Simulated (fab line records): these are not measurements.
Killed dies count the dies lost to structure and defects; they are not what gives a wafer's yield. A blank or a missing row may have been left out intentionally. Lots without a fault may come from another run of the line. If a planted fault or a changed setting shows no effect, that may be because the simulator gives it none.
Problem report, 8D (eight disciplines) form, completed by code	flow n5_finfet	the parts of the form that need people (team, actions taken, sign-off) are left out

1. PROBLEM STATEMENT
At N5_SD_EPI_P_EPI_MEAS_23, thk_nm averages 43.6 nm over 6 wafers from 2 lots, while fault-free wafers read 60.9 nm, standard deviation 1.4. Relative to the usual mean, that is a shift of -12 standard deviations.
Earliest sighting: wafer L383.1 on film_metro-02 at day 8 06:16. The record has a number at this step for 27 wafers belonging to 9 lots. Rule for "out" (also "out of limits"): further than 4 standard deviations from the usual mean. Any other wafer with a number is counted as sound.

2. WHAT IT IS, AND WHAT IT ISN'T
question	is	is not
which readings at this step	thk_nm	-
which lots	L383, L384	L364, L366, L368, L370, L371, L373, L387
which wafers of those lots	all that have a number	-
read on which gauges	film_metro-02	film_metro-01
when	from day 8 06:16	up to then (18 sound wafers); but 3 sound wafers of L387 came after

3. SUSPECTS, AND WHAT RULES EACH OUT
Counting: a tool at any process step up to the reading remains a suspect when it ran all the lots that are out and ran no sound lot after the first of those.
- the gauge at N5_SD_EPI_P_EPI_MEAS_23 is ruled out. All the wafers that are out were read on film_metro-02, but those of them that N5_SD_EPI_P_EPI_21 has rows for are out there too, on other tools.
- ald_sin-04 at N5_SD_EPI_N_LINER_46 (material SiNx, target thk 3 nm): kept. It processed each lot that is out, first L383 at day 8 01:47, and no sound lot thereafter; up to then, the last sound lot it processed was L368 at day 4 08:23.
- epi_rpcvd-02 at N5_SD_EPI_P_EPI_21 (deposits SiGe:B, time 355 s): kept. It processed each lot that is out, first L383 at day 8 04:05, and no sound lot thereafter; up to then, the last sound lot it processed was L373 at day 5 13:53. Out on those wafers are its own readings of chamber_pressure_Torr.
What counting leaves: ald_sin-04 at N5_SD_EPI_N_LINER_46 and epi_rpcvd-02 at N5_SD_EPI_P_EPI_21.

4. THE CAUSE (what the simulator had put in)
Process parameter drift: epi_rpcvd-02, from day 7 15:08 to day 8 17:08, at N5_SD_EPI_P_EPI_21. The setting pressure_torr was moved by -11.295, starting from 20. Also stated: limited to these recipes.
Counting leaves 2 suspects; this tool is one of them.

5. THE EFFECT CHAIN, in route order
One row per reading whose mean, taken over the struck wafers that have a number, lies over 3 standard deviations from the usual. Scope: only readings with a usual standard deviation given in the record; hours: median across lots of the time from each lot's start at the first step in this table that gives one to its start at this step; sigmas: change in usual standard deviations.
hours	step	reading	usual	on struck wafers	change	sigmas
0	N5_SD_EPI_P_EPI_21	chamber_pressure_Torr	20.00 Torr	8.71	-11.29	-99 or more
2	N5_SD_EPI_P_EPI_MEAS_23	thk_nm	60.9 nm	43.6	-17.3	-12
3	N5_SD_ACTIVATION_RS_MEAS_03	RS_SD_P	56.2 ohm/sq	99.8	+43.6	+40
117	N5_BEOL_M4_RC_MEAS_101	ION_P	461 uA/um	418	-43	-4.4
117	N5_BEOL_M4_RC_MEAS_101	RC_DENSE_P	23.5 ohm.um	27.6	+4.1	+7.8
117	N5_BEOL_M4_RC_MEAS_101	RC_P	19.2 ohm.um	22.6	+3.4	+7.8
117	N5_BEOL_M4_RC_MEAS_101	REXT_P	100.2 ohm.um	137.1	+36.9	+12
117	N5_BEOL_M4_RC_MEAS_101	RS_SD_P	65.9 ohm/sq	114.7	+48.8	+38
117	N5_BEOL_M4_RC_MEAS_101	VT_P	-251 mV	-265	-14	-3.4
117	N5_BEOL_M4_RC_MEAS_101	VT_P_LVT	-99 mV	-114	-15	-4.5
225	N5_PASSIVATION_PROBE_49	sort_bin_8_speed	0.02 %	75.79	+75.77	+99 or more
225	N5_PASSIVATION_PROBE_49	sort_n_pass	1075	168	-907	-50
225	N5_PASSIVATION_PROBE_49	sort_yield_pct	91.1 %	14.2	-76.8	-51
Process steps it contains:
- N5_SD_EPI_P_EPI_21: deposits SiGe:B, time 355 s.
- N5_PASSIVATION_PROBE_49

6. HOW IT WOULD HAVE BEEN CAUGHT EARLIER
Counted from the fault's start at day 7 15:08, it took 15 hours until the first out-of-limits reading at a measuring or inspecting step in this record, taken at day 8 06:16.
The tool's own readings at N5_SD_EPI_P_EPI_21 were out on every struck wafer that the step has a row for (chamber_pressure_Torr): an alarm limit on them would have fired on the first of those.
Of the lots that are out (2), L384 began N5_SD_EPI_P_EPI_21 on epi_rpcvd-02 after day 8 06:16. A hold on the tool at that time would have spared it.
